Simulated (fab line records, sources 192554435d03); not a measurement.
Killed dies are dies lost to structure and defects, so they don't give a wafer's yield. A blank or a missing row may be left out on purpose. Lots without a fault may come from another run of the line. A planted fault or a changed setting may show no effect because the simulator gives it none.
Split-lot experiment | flow n5_finfet | 7 lots, 21 wafers read, on a route of 1938 steps

THE SPLIT
At N5_DUMMY_GATE_COAT_09 (resist thk 30 nm), the setting spin_rpm was moved away from the recipe's 1500 rpm on 4 of the 21 wafers read, by -11.1% to -7.3%. The other wafers ran this setting at the recipe's value.

FROM THE SPLIT TO THE READING: what the file shows between them, 7 steps
- N5_DUMMY_GATE_EBR_11
- N5_DUMMY_GATE_SOFTBAKE_10: time 60 s
- N5_DUMMY_GATE_EXPOSE_12: exposes mask GATE, target cd 25 nm
- N5_DUMMY_GATE_PEB_13: peb time 60 s
- N5_DUMMY_GATE_DEVELOP_14: develop time 30 s
- N5_DUMMY_GATE_DESCUM_20: chemistry O2, time 6.2 s
- N5_DUMMY_GATE_ETCH_29: etches underlayer in N2/H2, target depth 13 nm

THE READING
CAR-EUV_of_DUMMY_GATE_COAT_09.thk_nm (the simulator's own value, which no gauge read), in nm, at N5_DUMMY_GATE_ETCH_36 (etches SiARC in CF4, target depth 13 nm). The file gives no usual value for it. The 17 wafers here that ran the recipe average 11.4 nm, standard deviation 0.51 nm.

wafer  | tool, chamber at the split | spin_rpm as run, rpm | against the recipe | CAR-EUV_of_DUMMY_GATE_COAT_09.thk_nm, nm | against lot-mates on the recipe
L077.4 | litho_track-05, 0          | 1390                 | -7.3%              | 13.4                                     | +1.6
L077.5 | litho_track-05, 0          | 1500                 | recipe             | 12                                       | -
L077.6 | litho_track-05, 0          | 1500                 | recipe             | 11.6                                     | -
L082.3 | litho_track-02, 0          | 1500                 | recipe             | 12                                       | -
L082.4 | litho_track-02, 0          | 1347                 | -10.2%             | 13.8                                     | +1.8
L082.5 | litho_track-02, 0          | 1347                 | -10.2%             | 13.6                                     | +1.6
L084.2 | litho_track-01, 0          | 1500                 | recipe             | 11.2                                     | -
L084.4 | litho_track-01, 0          | 1500                 | recipe             | 11                                       | -
L084.5 | litho_track-01, 0          | 1334                 | -11.1%             | 13.2                                     | +2.1
L089.2 | litho_track-05, 0          | 1500                 | recipe             | 12.2                                     | -
L089.4 | litho_track-05, 0          | 1500                 | recipe             | 12                                       | -
L089.6 | litho_track-05, 0          | 1500                 | recipe             | 11.4                                     | -
L093.1 | litho_track-05, 0          | 1500                 | recipe             | 10.8                                     | -
L093.2 | litho_track-05, 0          | 1500                 | recipe             | 10.8                                     | -
L093.4 | litho_track-05, 0          | 1500                 | recipe             | 11                                       | -
L096.2 | litho_track-02, 0          | 1500                 | recipe             | 11.8                                     | -
L096.5 | litho_track-02, 0          | 1500                 | recipe             | 10.6                                     | -
L096.6 | litho_track-02, 0          | 1500                 | recipe             | 11.6                                     | -
L097.1 | litho_track-05, 0          | 1500                 | recipe             | 11                                       | -
L097.2 | litho_track-05, 0          | 1500                 | recipe             | 10.6                                     | -
L097.5 | litho_track-05, 0          | 1500                 | recipe             | 11.6                                     | -

THE FIT
A straight line over all 21 wafers: CAR-EUV_of_DUMMY_GATE_COAT_09.thk_nm changes by -0.215 nm for each +1% of spin_rpm; r = -0.86; the points scatter about the line by 0.52 nm.
The same after taking each lot's own level away (the mean of its wafers on the recipe; 21 wafers): -0.181 nm for each +1%; r = -0.92; scatter 0.32 nm.
On that fit, the largest move of spin_rpm shifts the reading by 2 nm.
The lots' own levels span 10.87 to 12.00 nm, that is 2.2 times the standard deviation above.
So the lot-to-lot level changes the slope: the two fits differ.
Check: with one of the wafers moved furthest among these (-11.1%) left out of the fit, the line predicts +1.96 nm for it against its lot-mates. It came out at +2.1 nm against them.

OTHER SPLITS ON THESE WAFERS
These wafers also went through other splits before the reading. Each is held against what the fit with the lots' levels taken away leaves over:
other split on the same wafers            | wafers away from the commonest value | r with CAR-EUV_of_DUMMY_GATE_COAT_09.thk_nm (lot level and that fit taken away)
N5_PMOS_HMC_CHANNEL_EPI_EXPOSE_06 dose_mj | 3                                    | -0.11
N5_PMOS_HMC_CHANNEL_EPI_ETCH_32 bias_w    | 3                                    | -0.14
N5_DUMMY_GATE_COAT_28 spin_rpm            | 10                                   | +0.11

THE WHOLE CHAIN: every reading that the file lists as answering this split, in the file's order
step                     | what it does                            | reading                                                                               | change (the file's fit)               | r (the file's)
N5_DUMMY_GATE_COAT_09    | resist thk 30 nm                        | CAR-EUV_of_DUMMY_GATE_COAT_09.thk_nm (the simulator's own value, which no gauge read) | -0.162 nm for each +1% of the setting | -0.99
N5_DUMMY_GATE_DEVELOP_14 | develop time 30 s                       | CAR-EUV_of_DUMMY_GATE_COAT_09.thk_nm (the simulator's own value, which no gauge read) | -0.165 nm for each +1% of the setting | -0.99
N5_DUMMY_GATE_ETCH_36    | etches SiARC in CF4, target depth 13 nm | CAR-EUV_of_DUMMY_GATE_COAT_09.thk_nm (the simulator's own value, which no gauge read) | -0.187 nm for each +1% of the setting | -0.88

THE FILE'S OWN FIT
CAR-EUV_of_DUMMY_GATE_COAT_09.thk_nm changes by -0.187 nm for each +1% of spin_rpm, r = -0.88.
